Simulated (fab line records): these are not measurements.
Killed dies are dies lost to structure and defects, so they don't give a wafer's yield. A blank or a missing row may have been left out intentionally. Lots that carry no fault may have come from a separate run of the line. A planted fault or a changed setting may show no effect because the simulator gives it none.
fab line records ; flow n5-finfet ; part 2 of 2: steps 24 to 32 of 32
[record] lots = 5; wafers = 15; last-day = 18
route steps=1938 shown BEOL_M8@1372 BEOL_M9@1401
lots with no fault: from the same line, run without faults
start-h: start of the lot's first displayed wafer, in hours after the record's first day ; wait-h: how many hours have passed since the lot's step before this one ; " same as the row above ; L1.1+2: a row that stands for several wafers ; - no value present, or no start provided ; * or withheld: withheld ; < > ~ a bound
route shown NAME@n: names a module that has steps shown in the file, with the first one's number in the route ; usual: mean/standard deviation of fault-free wafers ; same: alike in all rows ; chamber/n: place in a boat ; sites: per-site readings ; _std_site: standard deviation across them ; _edge_site: mean of outer sites minus mean of inner sites ; radius-mm: for every site, how far away it sits from the centre of the wafer ; mask NAME#n: copy n ; behind: the last tool/chamber to shape the wafer ; hold: why the lot was held/for how many hours/how that ended ; device: which transistor (n, p or np) failed to switch ; end of line: tests run on the same wafers once the route is complete ; step lacking rows: just its recipe ; killed: dies lost to structure and defects at the first sort, not the wafer's yield ; map: dies across one wafer; x = killed, . = not, _ = none there
set.NAME: the run value of the setting; set.NAME@STEP: its run value at that earlier step ; model.NAME: the simulator's own value behind a step, which no gauge read
lots at selected steps of the route; one table per step, one row per wafer
services: a tool's chamber out of use, with start hour (start-h, from the record's first day; less than 0 if before it), hours out, and reason
[[steps]]
[step N5_BEOL_M8_CMP_52]
[recipe] stop-on = SiCOH_lowk; t-overpolish-s = 6.9; down-force-psi = 1; platen-rpm = 50; clearing-platen-down-force-psi = 1.5; clearing-platen-rpm = 50; post-cmp-clean = cu-alkaline; target-thk-nm = 80; clearing-platen-pad-velocity-m-s = 0.99484; pad-velocity-m-s = 0.99484
[usual] barrier-field-endpoint-s = 28.8/0.53; motor-current-A = 6.2/0.47; overpolish-run-s = 6.898/0.0094; time-to-endpoint-s = 62.1/2.5
lot.wafer;tool;chamber;start-h;wait-h;barrier-field-endpoint-s;motor-current-A;overpolish-run-s;time-to-endpoint-s
L077.3;cmp-03;1;216.81;0.2;28.6;5.1;6.901;62.9
L077.4;cmp-03;2;216.81;0.2;29.1;6.5;6.897;63.7
L077.1;cmp-03;0;216.81;0.2;29.5;5.6;6.906;65.2
L083.3;cmp-01;0;261.00;0.2;28.3;6.3;6.916;64.8
L083.4;cmp-01;1;261.00;0.2;29.0;6.4;6.906;63.9
L083.1;cmp-01;2;261.00;0.2;28.9;7.0;6.885;63.6
L082.2;cmp-01;2;263.22;0.2;29.1;6.4;6.888;61.1
L082.3;cmp-01;0;263.22;0.2;30.0;6.1;6.892;60.5
L082.6;cmp-01;2;263.22;0.2;29.1;7.2;6.917;57.9
L092.1;cmp-01;0;308.18;0.3;28.7;6.3;6.897;63.0
L092.4;cmp-01;3;308.18;0.3;28.8;6.3;6.905;60.6
L092.6;cmp-01;0;308.18;0.3;28.9;6.1;6.900;65.2
L096.1;cmp-01;1;360.66;0.3;28.4;6.9;6.909;61.4
L096.2;cmp-01;0;360.66;0.3;28.2;6.0;6.897;62.4
L096.6;cmp-01;1;360.66;0.3;28.0;6.6;6.901;58.8
[step N5_BEOL_M8_THK_MEAS_53]
[recipe] thk-meas-gauge = xrf; reads = Cu_of_BEOL_M8_ECD_50
[usual] M8_THK = 79.3/1.6
lot.wafer;tool;chamber;start-h;wait-h;M8_THK[nm]
L077.1;film-metro-01;-;217.11;-;79.3
L077.3;film-metro-01;-;217.11;-;78.7
L077.4;film-metro-01;-;217.11;-;81.2
L083.1;film-metro-01;-;261.27;0.1;77.2
L083.3;film-metro-01;-;261.27;0.1;79.2
L083.4;film-metro-01;-;261.27;0.1;79.8
L082.2;film-metro-01;-;263.47;-;77.9
L082.3;film-metro-01;-;263.47;-;78.7
L082.6;film-metro-01;-;263.47;-;79.0
L092.1;film-metro-01;-;308.47;-;78.8
L092.4;film-metro-01;-;308.47;-;81.0
L092.6;film-metro-01;-;308.47;-;81.4
L096.1;film-metro-02;-;360.95;-;76.6
L096.2;film-metro-02;-;360.95;-;77.6
L096.6;film-metro-02;-;360.95;-;78.5
[step N5_BEOL_M8_PRE_CLEAN_55]
[recipe] gas = NH3; time-s = 15; temp-c = withheld; rf-power-w = 300
lot.wafer;tool;chamber;start-h;wait-h
L077.1+3+4;pecvd-04;2,1,1;217.15;0.0
L083.1+3+4;pecvd-01;2,1,1;261.31;0.0
L082.2+3+6;pecvd-04;0,2,2;263.52;0.0
L092.1+4+6;pecvd-01;1,2,0;308.51;0.0
L096.1+2+6;pecvd-04;0,2,2;360.99;0.0
[step N5_BEOL_M8_DEP_56]
[recipe] material = SiCN; target-thk-a = 100; temp-c = withheld; precursor = 3MS/NH3; pressure-torr = 3; rf-w = 202; time-s = 17.5
[usual] showerhead-plenum-p-Torr = 3.664/0.0096; throttle-valve-pct = 9.2/0.52
lot.wafer;tool;chamber;start-h;wait-h;showerhead-plenum-p-Torr;throttle-valve-pct
L077.1;pecvd-04;2;217.17;0.0;3.680;8.5
L077.3;pecvd-04;1;217.17;0.0;3.650;9.0
L077.4;pecvd-04;1;217.17;0.0;3.656;9.5
L083.1;pecvd-01;2;261.34;0.0;3.678;9.0
L083.3;pecvd-01;1;261.34;0.0;3.660;9.6
L083.4;pecvd-01;1;261.34;0.0;3.663;9.5
L082.2;pecvd-04;0;263.54;0.0;3.663;9.3
L082.3;pecvd-04;2;263.54;0.0;3.673;8.7
L082.6;pecvd-04;2;263.54;0.0;3.679;8.4
L092.1;pecvd-01;1;308.53;0.0;3.656;9.8
L092.4;pecvd-01;2;308.53;0.0;3.661;9.2
L092.6;pecvd-01;0;308.53;0.0;3.665;10.0
L096.1;pecvd-04;0;361.02;0.0;3.663;9.5
L096.2;pecvd-04;2;361.02;0.0;3.670;8.6
L096.6;pecvd-04;2;361.02;0.0;3.669;8.6
[step N5_BEOL_M8_RS_MEAS_57]
[recipe] thk-meas-gauge = four-point-probe; reads = Cu_of_BEOL_M8_ECD_50+Co_of_BEOL_M8_CVD_78+TaN_of_BEOL_M8_ALD_77
[usual] M8_RS = 0.290/0.0066
lot.wafer;tool;chamber;start-h;wait-h;M8_RS[ohm/sq]
L077.1;film-metro-01;-;217.24;0.1;0.290
L077.3;film-metro-01;-;217.24;0.1;0.294
L077.4;film-metro-01;-;217.24;0.1;0.284
L083.1;film-metro-01;-;261.40;0.1;0.296
L083.3;film-metro-01;-;261.40;0.1;0.288
L083.4;film-metro-01;-;261.40;0.1;0.287
L082.2;film-metro-01;-;263.61;0.1;0.293
L082.3;film-metro-01;-;263.61;0.1;0.289
L082.6;film-metro-01;-;263.61;0.1;0.289
L092.1;film-metro-02;-;308.60;0.1;0.290
L092.4;film-metro-02;-;308.60;0.1;0.282
L092.6;film-metro-02;-;308.60;0.1;0.280
L096.1;film-metro-02;-;361.08;0.1;0.301
L096.2;film-metro-02;-;361.08;0.1;0.297
L096.6;film-metro-02;-;361.08;0.1;0.292
[step N5_BEOL_M8_INSPECT_58]
[recipe] inspect-instrument = darkfield; mode = post-dep
[usual] raw-defect-count = 72/24
lot.wafer;tool;chamber;start-h;wait-h;raw-defect-count
L077.1;defect-inspect-02;-;217.26;0.0;61
L077.3;defect-inspect-02;-;217.26;0.0;69
L077.4;defect-inspect-02;-;217.26;0.0;54
L083.1;defect-inspect-01;-;261.43;0.0;73
L083.3;defect-inspect-01;-;261.43;0.0;61
L083.4;defect-inspect-01;-;261.43;0.0;62
L082.2;defect-inspect-01;-;263.64;0.0;88
L082.3;defect-inspect-01;-;263.64;0.0;68
L082.6;defect-inspect-01;-;263.64;0.0;69
L092.1;defect-inspect-02;-;308.63;0.0;60
L092.4;defect-inspect-02;-;308.63;0.0;55
L092.6;defect-inspect-02;-;308.63;0.0;78
L096.1;defect-inspect-02;-;361.11;0.0;56
L096.2;defect-inspect-02;-;361.11;0.0;80
L096.6;defect-inspect-02;-;361.11;0.0;84
[step N5_BEOL_M9_ILD_DEP_00]
[recipe] material = SiCOH_lowk; target-thk-a = 3085.1; temp-c = 300; precursor = DEMS/porogen; pressure-torr = 5; rf-w = 500; time-s = 58
[usual] heater-power-w = 324/47; showerhead-plenum-p-Torr = 5.739/0.014; throttle-valve-pct = 14.1/0.65
lot.wafer;tool;chamber;start-h;wait-h;heater-power-w;showerhead-plenum-p-Torr;throttle-valve-pct
L077.1;pecvd-03;1;217.30;0.0;280;5.766;14.1
L077.3;pecvd-03;2;217.30;0.0;294;5.717;13.7
L077.4;pecvd-03;0;217.30;0.0;380;5.738;13.9
L083.1;pecvd-01;1;261.47;0.0;297;5.731;14.5
L083.3;pecvd-01;2;261.47;0.0;267;5.734;13.5
L083.4;pecvd-01;0;261.47;0.0;350;5.731;15.2
L082.2;pecvd-02;1;263.67;0.0;262;5.735;13.4
L082.3;pecvd-02;2;263.67;0.0;286;5.749;13.3
L082.6;pecvd-02;0;263.67;0.0;386;5.740;14.2
L092.1;pecvd-01;0;308.67;0.0;358;5.747;15.6
L092.4;pecvd-01;0;308.67;0.0;370;5.736;15.4
L092.6;pecvd-01;2;308.67;0.0;257;5.746;13.6
L096.1;pecvd-01;2;361.15;0.0;321;5.746;13.9
L096.2;pecvd-01;1;361.15;0.0;299;5.732;14.8
L096.6;pecvd-01;2;361.15;0.0;323;5.740;13.7
[step N5_BEOL_M9_CURE_71]
[recipe] temp-c = 385; time-s = 240; ambient = He/Ar; material = SiCOH_lowk
[usual] lamp-power-pct = 52.31/0.057; wafer_temp_C_max = 386.8/0.62
lot.wafer;tool;chamber;start-h;wait-h;lamp-power-pct;wafer_temp_C_max
L077.1;uv-cure-03;0;217.49;0.2;52.39;386.3
L077.3;uv-cure-03;0;217.49;0.2;52.41;386.6
L077.4;uv-cure-03;0;217.49;0.2;52.28;386.3
L083.1;uv-cure-02;1;261.55;0.0;52.41;387.3
L083.3;uv-cure-02;1;261.55;0.0;52.36;387.0
L083.4;uv-cure-02;1;261.55;0.0;52.34;387.7
L082.2;uv-cure-01;1;264.08;0.4;52.31;387.2
L082.3;uv-cure-01;1;264.08;0.4;52.20;387.2
L082.6;uv-cure-01;1;264.08;0.4;52.25;386.9
L092.1;uv-cure-03;1;308.74;0.0;52.34;387.6
L092.4;uv-cure-03;1;308.74;0.0;52.36;387.7
L092.6;uv-cure-03;1;308.74;0.0;52.27;387.0
L096.1;uv-cure-03;1;361.29;0.1;52.39;387.6
L096.2;uv-cure-03;1;361.29;0.1;52.23;386.6
L096.6;uv-cure-03;1;361.29;0.1;52.28;387.9
[step N5_BEOL_M9_THK_MEAS_01]
[recipe] reads = SiCOH_lowk_of_BEOL_M9_ILD_DEP_00
[usual] M9_ILD_THK = 269/3.2
lot.wafer;tool;chamber;start-h;wait-h;M9_ILD_THK[nm]
L077.1;film-metro-02;-;218.00;0.4;271
L077.3;film-metro-02;-;218.00;0.4;271
L077.4;film-metro-02;-;218.00;0.4;274
L083.1;film-metro-01;-;262.06;0.4;263
L083.3;film-metro-01;-;262.06;0.4;265
L083.4;film-metro-01;-;262.06;0.4;265
L082.2;film-metro-01;-;264.51;0.4;263
L082.3;film-metro-01;-;264.51;0.4;262
L082.6;film-metro-01;-;264.51;0.4;271
L092.1;film-metro-02;-;309.26;0.4;267
L092.4;film-metro-02;-;309.26;0.4;274
L092.6;film-metro-02;-;309.26;0.4;275
L096.1;film-metro-02;-;361.80;0.4;267
L096.2;film-metro-02;-;361.80;0.4;265
L096.6;film-metro-02;-;361.80;0.4;270
[[services]]
tool;chamber;start-h;hours;kind
rie-diel-06;2;209.85;1.5;repair
pvd-sputter-02;-;222.72;1.7;repair
uv-cure-03;-;232.22;7.5;pm
ecd-cu-01;-;238.54;2.6;repair
pecvd-01;-;240.01;0.7;repair
rie-diel-02;-;243.77;0.4;repair
cmp-01;-;245.32;0.2;repair
rie-diel-05;0;246.43;14.1;repair
rie-diel-06;1;249.84;9.5;repair
uv-cure-03;-;259.64;14.6;pm
cvd-co-01;1;260.99;2.6;repair
rie-diel-06;0;274.73;1.6;repair
pecvd-01;1;275.40;12.4;repair
rie-diel-06;0;276.83;7.2;repair
ecd-cu-01;-;283.32;1.8;repair
rie-diel-02;0;286.55;12.4;repair
pecvd-01;0;310.41;16.1;repair
cmp-01;-;312.53;4.0;pm
rie-diel-02;-;320.74;3.6;repair
cmp-01;-;323.65;2.2;repair
rie-diel-02;2;328.81;3.2;repair
cmp-01;-;331.05;0.6;repair
uv-cure-03;-;345.99;6.0;repair
rie-diel-06;1;352.27;2.4;repair
